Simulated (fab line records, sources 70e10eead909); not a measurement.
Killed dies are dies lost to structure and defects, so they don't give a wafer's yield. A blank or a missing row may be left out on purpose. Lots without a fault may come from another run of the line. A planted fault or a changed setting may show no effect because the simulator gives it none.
A struck lot beside a sound one | flow nand_harc | 15 steps out of a route of 1159
Sound: wafers L415.1, L415.3, L415.6. Struck: wafers L423.1, L423.2, L423.6. The cause comes at the end.
At each step with rows: each side's tool, then ch and its chambers, then its first start. Under that, the readings that differ: sound wafers | struck wafers | difference of the means | sigmas: that difference in standard deviations of wafers without a fault.
alike: readings whose means differ by less than 2 such deviations, and words and numbers that are the same on both sides. not compared: withheld readings, readings that some wafer has no value for, bounds like >300 that may hide the same value, and numbers for which the record gives no deviation and whose values overlap.
The two part at a step that has a row with sigmas, a row that says differs or no value, or rows on one side only. Numbers that don't overlap but have no deviation are shown without sigmas and don't part them. A reading that every wafer of one side lacks parts them only if that side has two wafers or more.

first, 7 steps without rows for these wafers: NHARC_P_BONDPAD_COAT_36 (time 65 s); NHARC_P_BONDPAD_COAT_03 (resist thk 600 nm); NHARC_P_BONDPAD_SOFTBAKE_04 (time 70 s); NHARC_P_BONDPAD_EBR_05; NHARC_P_BONDPAD_EXPOSE_06 (exposes mask P BPAD); NHARC_P_BONDPAD_PEB_07 (peb time 80 s); NHARC_P_BONDPAD_DEVELOP_08 (time 50 s).
NHARC_P_BONDPAD_CD_MEAS_09: target cd 500 nm.
  sound on cd_sem-03 ch 0, day 6 21:17; struck on cd_sem-01 ch 0, day 8 16:02
  alike: cd_nm
NHARC_P_BONDPAD_OVL_MEAS_38:
  sound on overlay-01, day 6 21:22; struck on overlay-01, day 8 16:08
  reading           | sound    | struck | difference | sigmas
  overlay_x_nm (nm) | -7 -8 -7 | 9 9 9  | +16        | +2
  alike: overlay_y_nm
then, 1 step without rows for these wafers: NHARC_P_BONDPAD_HARDBAKE_10 (time 65 s).
NHARC_P_BONDPAD_DESCUM_11: chemistry O2, time 3 s.
  sound on rie_diel-06 ch 0,2,3, day 6 21:30; struck on rie_diel-12 ch 0,1,2, day 8 16:16
  alike: drypump_motor_current_A, oes_product_au, rf_vpp_V, showerhead_plenum_p_Torr, throttle_valve_pct
  not compared: rf_hours_counter_h
NHARC_P_BONDPAD_ETCH_37: etches the open film in N2/H2, target depth 60 nm, overetch 18 nm, time 65.91 s.
  sound on rie_diel-06 ch 1,2, day 6 21:38; struck on rie_diel-12 ch 0,1, day 8 16:22
  reading               | sound             | struck            | difference | sigmas
  oes_product_au (a.u.) | 1.009 0.992 1.016 | 0.987 0.997 0.977 | -0.019     | -2
  alike: bias_w, chamber_pressure_mTorr, drypump_motor_current_A, rf_vpp_V, showerhead_plenum_p_Torr, throttle_valve_pct
  not compared: rf_hours_counter_h
NHARC_P_BONDPAD_ETCH_12: etches the open film in CHF3/O2, target depth 200 nm, time 100 s.
  sound on rie_diel-06 ch 0,1, day 6 21:43; struck on rie_diel-12 ch 0,1, day 8 16:28
  no value came back on the struck wafers for any of 7 readings (bias_w (W), chamber_pressure_mTorr (mTorr) and others); on the sound wafers bias_w (W) reads 200.7 200.8 200.1
  not compared: rf_hours_counter_h
NHARC_P_BONDPAD_CD_MEAS_13:
  sound on cd_sem-01, day 6 21:52; struck on cd_sem-01, day 8 16:37
  alike: cd_nm
-- the record jumps here: 13 days lie between the struck wafers' starts before and after (it left off in module P_BONDPAD and takes up again in module END, whose first step shown is number 1159 of the route) --
NHARC_END_SORT_01:
  sound on prober-01 ch 0, day 19 19:07; struck on prober-01 ch 0, day 21 20:16
  reading                  | sound          | struck         | difference | sigmas
  defect_limited_yield (%) | 96.6 93.8 95.1 | 0 0 0          | -95        | -56
  killed_at_array          | 23 40 31       | 62 61 37       | +22        | +2
  killed_at_periphery      | 0 2 2          | 615 616 639    | +622       | +99 or more
  killed_dies              | 23 42 33       | 677 677 677    | +644       | +59
  sort_bin_2_pct (%)       | 1.3 2.2 1.6    | 93.6 93.2 96.2 | +92.6      | +99 or more
  sort_bin_3_pct (%)       | 0 0.44 0.15    | 0.74 0.59 0.74 | +0.49      | +2
  sort_n_pass              | 654 635 644    | 0 0 0          | -644       | -59
  sort_rim_yield_pct (%)   | 98.1 91.5 96.2 | 0 0 0          | -95        | -37
  sort_yield_pct (%)       | 96.6 93.8 95.1 | 0 0 0          | -95        | -56
  alike: killed_at_other, killed_open, killed_short, sort_bin_4_pct

WHERE THEY PART
First at NHARC_P_BONDPAD_OVL_MEAS_38; last, within this record, at NHARC_END_SORT_01.

WHY: what the simulator had put in
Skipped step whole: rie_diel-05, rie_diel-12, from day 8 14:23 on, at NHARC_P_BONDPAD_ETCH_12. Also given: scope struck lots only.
